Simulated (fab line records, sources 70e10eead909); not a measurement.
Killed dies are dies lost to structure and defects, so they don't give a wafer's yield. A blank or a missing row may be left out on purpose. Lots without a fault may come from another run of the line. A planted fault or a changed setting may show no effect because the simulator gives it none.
A struck lot beside a sound one | flow nand_harc | 15 steps out of a route of 1159
Sound: wafers L315.1, L315.4, L315.6. Struck: wafers L324.1, L324.2, L324.3. The cause comes at the end.
At each step with rows: each side's tool, then ch and its chambers, then its first start. Under that, the readings that differ: sound wafers | struck wafers | difference of the means | sigmas: that difference in standard deviations of wafers without a fault.
alike: readings whose means differ by less than 2 such deviations, and words and numbers that are the same on both sides. not compared: withheld readings, readings that some wafer has no value for, bounds like >300 that may hide the same value, and numbers for which the record gives no deviation and whose values overlap.
The two part at a step that has a row with sigmas, a row that says differs or no value, or rows on one side only. Numbers that don't overlap but have no deviation are shown without sigmas and don't part them. A reading that every wafer of one side lacks parts them only if that side has two wafers or more.

NHARC_A_ZERO_WELL_DESCUM_12: chemistry O2, time 3 s.
  sound on rie_diel-01 ch 1,2, day 7 03:05; struck on rie_diel-01 ch 0,1,3, day 9 04:40
  alike: drypump_motor_current_A, oes_product_au, rf_vpp_V, showerhead_plenum_p_Torr, throttle_valve_pct
  not compared: rf_hours_counter_h
NHARC_A_ZERO_WELL_ETCH_19: etches the open film in N2/H2, target depth 80 nm, overetch 24 nm, time 87.88 s.
  sound on rie_diel-01 ch 0,3, day 7 03:10; struck on rie_diel-01 ch 0,1,3, day 9 04:46
  alike: drypump_motor_current_A, oes_product_au, rf_vpp_V, showerhead_plenum_p_Torr, throttle_valve_pct
  not compared: rf_hours_counter_h
NHARC_A_ZERO_WELL_ETCH_13: etches the open film in HBr/Cl2, target depth 120 nm, time 40.1 s.
  sound on rie_si-01 ch 0,2,3, day 7 03:19; struck on rie_si-01 ch 1,2,3, day 9 04:52
  alike: drypump_motor_current_A, oes_product_au, throttle_valve_pct
  not compared: rf_hours_counter_h
then, 4 steps without rows for these wafers: NHARC_A_ZERO_WELL_STRIP_14 (strips in SPM, time 900 s); NHARC_A_ZERO_WELL_IMPLANT_15; NHARC_A_ZERO_WELL_PRECLEAN_22 (cleans in SC1, time 60 s); NHARC_A_ZERO_WELL_SRD_23.
NHARC_A_ZERO_WELL_RTA_16: time 10 s.
  sound on rtp_anneal-01 ch 0, day 7 04:14; struck on rtp_anneal-02 ch 0, day 9 05:47
  reading            | sound          | struck         | difference | sigmas
  lamp_power_pct (%) | 30.1 30.1 30.1 | 31.7 31.7 31.7 | +1.6       | +2
  alike: wafer_temp_C_max
NHARC_A_ZERO_WELL_INSPECT_17:
  sound on defect_inspect-01, day 7 04:26; struck on defect_inspect-02, day 9 05:59
  alike: raw_defect_count
then, 2 steps without rows for these wafers: NHARC_A_SOURCE_PLATE_PRECLEAN_00 (cleans in HF-LAST, time 60 s); NHARC_A_SOURCE_PLATE_SRD_01.
NHARC_A_SOURCE_PLATE_OXIDE_02: material SiO2, target thk 10 nm, ox time 1362 s.
  sound on furnace-05 ch 0, day 7 07:29; struck on furnace-03 ch 0, day 9 19:52
  reading               | sound             | struck            | difference | sigmas
  spike_tc_bottom_C (C) | 918.3 919.4 917.8 | 912.0 911.6 912.6 | -6.4       | -3
  alike: spike_tc_centre_C
NHARC_A_SOURCE_PLATE_THK_MEAS_09: measures by ellipsometry.
  sound on film_metro-02, day 7 11:33; struck on film_metro-02, day 10 00:19
  reading     | sound         | struck         | difference | sigmas
  thk_nm (nm) | 10.8 10.9 9.3 | 16.5 15.4 16.7 | +5.9       | +5
then, 1 step without rows for these wafers: NHARC_A_SOURCE_PLATE_PVD_04 (deposits WSi2, target thk 50 nm).
NHARC_END_SORT_01:
  the record has rows for the sound wafers here (prober-01 ch 0, day 20 04:20) and none for the struck ones

WHERE THEY PART
First at NHARC_A_ZERO_WELL_RTA_16; last, within this record, at NHARC_END_SORT_01.

WHY: what the simulator had put in
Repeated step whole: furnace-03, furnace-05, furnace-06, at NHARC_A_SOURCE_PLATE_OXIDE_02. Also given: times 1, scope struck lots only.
